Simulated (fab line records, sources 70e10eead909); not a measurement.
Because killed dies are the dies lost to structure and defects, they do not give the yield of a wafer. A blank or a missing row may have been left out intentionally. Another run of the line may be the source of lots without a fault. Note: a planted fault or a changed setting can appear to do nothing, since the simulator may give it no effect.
Which tool did it? + flow nand-harc + 11 lots with 33 wafers sampled at 3 steps, on a route of 1302 steps

== WHAT EACH GAUGE READ, for each wafer ==
NHARC_A_M0_OVL_MEAS_10: pitch 160 nm.
| lot  | measured     | on         | overlay-x-nm (nm) |
|------|--------------|------------|-------------------|
| L537 | day 23 23:16 | overlay-01 | -1.6 -1.3 -1.5    |
| L540 | day 24 09:50 | overlay-01 | -0.1 0.2 -0.3     |
| L541 | day 25 18:44 | overlay-01 | 0.3 -0.3 -0.1     |
| L542 | day 25 20:04 | overlay-01 | 1.3 1.2 0.8       |
| L544 | day 26 08:23 | overlay-02 | -0.9 -0.8 -0.9    |
| L547 | day 27 16:47 | overlay-02 | -0.4 -0.3 -0.8    |
| L548 | day 29 13:29 | overlay-02 | 0.5 0.3 0.9       |
| L554 | day 30 15:16 | overlay-02 | 14.0 13.6 13.6    |
| L558 | day 32 13:29 | overlay-02 | 0.4 0.9 0.5       |
| L555 | day 32 18:09 | overlay-01 | 0.7 0.4 0.5       |
| L557 | day 32 21:29 | overlay-01 | 13.7 13.8 13.7    |

== WHICH TOOL RAN EACH LOT (tool, then ch and the chambers of the sampled wafers, then the start) ==
| lot  | NHARC_A_BLC_ETCH_17                           | NHARC_A_M0_EXPOSE_06               |
|------|-----------------------------------------------|------------------------------------|
| L537 | rie-diel-07 ch 0,2,3, day 23 23:02 or earlier | arfi-scanner-02 ch 0, day 23 23:02 |
| L540 | rie-diel-01 ch 0,1,3, day 24 09:37 or earlier | arfi-scanner-03 ch 0, day 24 09:37 |
| L541 | rie-diel-09 ch 0,1, day 25 18:31 or earlier   | arfi-scanner-03 ch 0, day 25 18:31 |
| L542 | rie-diel-09 ch 1,3, day 25 19:50 or earlier   | arfi-scanner-02 ch 0, day 25 19:50 |
| L544 | rie-diel-07 ch 0,1, day 26 08:10 or earlier   | arfi-scanner-03 ch 0, day 26 08:10 |
| L547 | rie-diel-07 ch 0,2,3, day 27 16:34 or earlier | arfi-scanner-01 ch 0, day 27 16:34 |
| L548 | rie-diel-07 ch 0,2, day 29 13:16 or earlier   | arfi-scanner-03 ch 0, day 29 13:16 |
| L554 | rie-diel-07 ch 0,1,2, day 30 15:03 or earlier | arfi-scanner-03 ch 0, day 30 15:03 |
| L558 | rie-diel-07 ch 0,2, day 32 13:16 or earlier   | arfi-scanner-02 ch 0, day 32 13:16 |
| L555 | rie-diel-09 ch 0,1,2, day 32 17:56 or earlier | arfi-scanner-01 ch 0, day 32 17:56 |
| L557 | rie-diel-07 ch 1,3, day 32 21:16 or earlier   | arfi-scanner-03 ch 0, day 32 21:16 |
- NHARC_A_BLC_ETCH_17: etches the open film in N2/H2, target depth 390 nm, time 609.38 s.
- NHARC_A_M0_EXPOSE_06: exposes mask A M0, target cd 80 nm.

== THE ANSWER, worked out from the rows above alone ==
Rule: what is usual is taken from the lots themselves. Put in order of their means at a reading, lots are off if they are a third of the lots or fewer, leave a main group of 4 or more, and stand apart from it by a gap of 3 or more times the standard deviation of the main group's means; of several such gaps the widest counts. Not used: any main group whose means are identical at the precision the tables above print for the reading. A lot without any number at a reading at which 4 lots or more have one is off too. Where the step has rows for the other lots, those lots are counted as sound.
Off: L554, L557, at NHARC_A_M0_OVL_MEAS_10 (overlay-x-nm). The main group: mean -0.0 nm, standard deviation 0.77.
A tool fits if, at a process step before that reading, it ran every lot that is off, and no sound lot after the first of them. The gauges at NHARC_A_M0_OVL_MEAS_10 are tried like those tools. NHARC_A_BLC_ETCH_17: start missing for some lots; hours and lot order therefore follow NHARC_A_M0_EXPOSE_06. One fits: NHARC_A_M0_EXPOSE_06 on arfi-scanner-03. A fault onset in the window from L548 (day 29 13:16, its last sound lot) to L554 (day 30 15:03, its first lot off) fits.

== WHAT HAD BEEN PUT IN BY THE SIMULATOR ==
Scanner matching overlay: arfi-scanner-03, from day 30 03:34 on, at NHARC_A_M0_EXPOSE_06. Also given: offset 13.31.
Shown lots that were struck: L554, L557. The rule above found the same.
